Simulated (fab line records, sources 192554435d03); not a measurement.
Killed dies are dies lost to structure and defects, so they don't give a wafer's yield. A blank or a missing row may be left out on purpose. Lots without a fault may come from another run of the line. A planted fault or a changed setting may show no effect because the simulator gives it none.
Chamber matching | flow n5_finfet | N5_DUMMY_GATE_DESCUM_20 on rie_diel-02: 4 sister chambers
The step chemistry O2, time 6.2 s. 24 wafers are shown with their chamber, then 12 later ones without.

WAFERS WITH THEIR CHAMBER
wafer  | chamber | drypump_motor_current_A (A) | showerhead_plenum_p_Torr (Torr) | throttle_valve_pct (%)
L075.1 | 2       | 6.6                         | 2.13                            | 20.1
L075.4 | 0       | 5.1                         | 2.08                            | 20.7
L075.5 | 0       | 5.1                         | 2.08                            | 20.7
L077.1 | 2       | 6.7                         | 2.13                            | 20.1
L077.2 | 0       | 5.1                         | 2.08                            | 20.7
L077.4 | 2       | 6.6                         | 2.13                            | 20.1
L079.1 | 0       | 5.1                         | 2.08                            | 20.8
L079.3 | 2       | 6.6                         | 2.13                            | 20.1
L079.5 | 2       | 6.6                         | 2.13                            | 20.1
L082.2 | 0       | 5.1                         | 2.08                            | 20.7
L082.3 | 3       | 6.6                         | 2.23                            | 20.2
L082.6 | 3       | 6.5                         | 2.23                            | 20.2
L083.3 | 0       | 5.1                         | 2.08                            | 20.7
L083.4 | 1       | 5.4                         | 2.11                            | 19.9
L083.5 | 0       | 5.1                         | 2.08                            | 20.7
L085.2 | 2       | 6.6                         | 2.13                            | 19.7
L085.5 | 1       | 5.4                         | 2.11                            | 19.9
L085.6 | 0       | 5.1                         | 2.07                            | 20.8
L086.1 | 2       | 6.6                         | 2.13                            | 19.7
L086.2 | 3       | 6.6                         | 2.23                            | 20.2
L086.5 | 3       | 6.6                         | 2.23                            | 20.2
L090.1 | 0       | 5.1                         | 2.07                            | 20.8
L090.2 | 1       | 5.4                         | 2.10                            | 19.9
L090.6 | 2       | 6.7                         | 2.12                            | 19.7

SIGNATURES (means of the wafers above)
reading                  | chamber 0 | chamber 1 | chamber 2 | chamber 3 | scatter within a chamber
drypump_motor_current_A  | 5.100     | 5.400     | 6.625     | 6.575     | 0.0335
showerhead_plenum_p_Torr | 2.0778    | 2.1067    | 2.1288    | 2.2300    | 0.00394
throttle_valve_pct       | 20.733    | 19.900    | 19.950    | 20.200    | 0.126
Rule: a wafer's distance from a chamber is the root of the sum, over the readings, of the square of ((its reading less the chamber's mean) divided by the reading's scatter). The wafer belongs to the nearest chamber; if the next one is less than 2 further off, it can't be placed. The scatter: the root of (the sum of the squares of (reading less its chamber's mean) over the shown wafers, divided by (wafers less chambers)).

WAFERS WITHOUT THEIR CHAMBER
wafer  | drypump_motor_current_A (A) | showerhead_plenum_p_Torr (Torr) | throttle_valve_pct (%)
L093.1 | 6.6                         | 2.12                            | 19.7
L093.3 | 6.6                         | 2.22                            | 20.3
L093.4 | 5.4                         | 2.10                            | 19.9
L095.2 | 5.1                         | 2.07                            | 20.8
L095.4 | 5.4                         | 2.10                            | 19.9
L095.5 | 5.1                         | 2.07                            | 20.8
L094.1 | 5.1                         | 2.07                            | 20.8
L094.3 | 5.4                         | 2.10                            | 19.9
L094.6 | 5.4                         | 2.10                            | 19.9
L097.1 | 5.1                         | 2.07                            | 20.8
L097.4 | 6.6                         | 2.12                            | 19.8
L097.6 | 6.6                         | 2.22                            | 20.3

WHICH CHAMBER EACH WENT THROUGH
wafer  | from the rows above | in truth
L093.1 | 2                   | 2
L093.3 | 3                   | 3
L093.4 | 1                   | 1
L095.2 | 0                   | 0
L095.4 | 1                   | 1
L095.5 | 0                   | 0
L094.1 | 0                   | 0
L094.3 | 1                   | 1
L094.6 | 1                   | 1
L097.1 | 0                   | 0
L097.4 | 2                   | 2
L097.6 | 3                   | 3
Placed correctly: 12 of 12. Can't be placed from these rows: 0. Placed wrongly: 0.
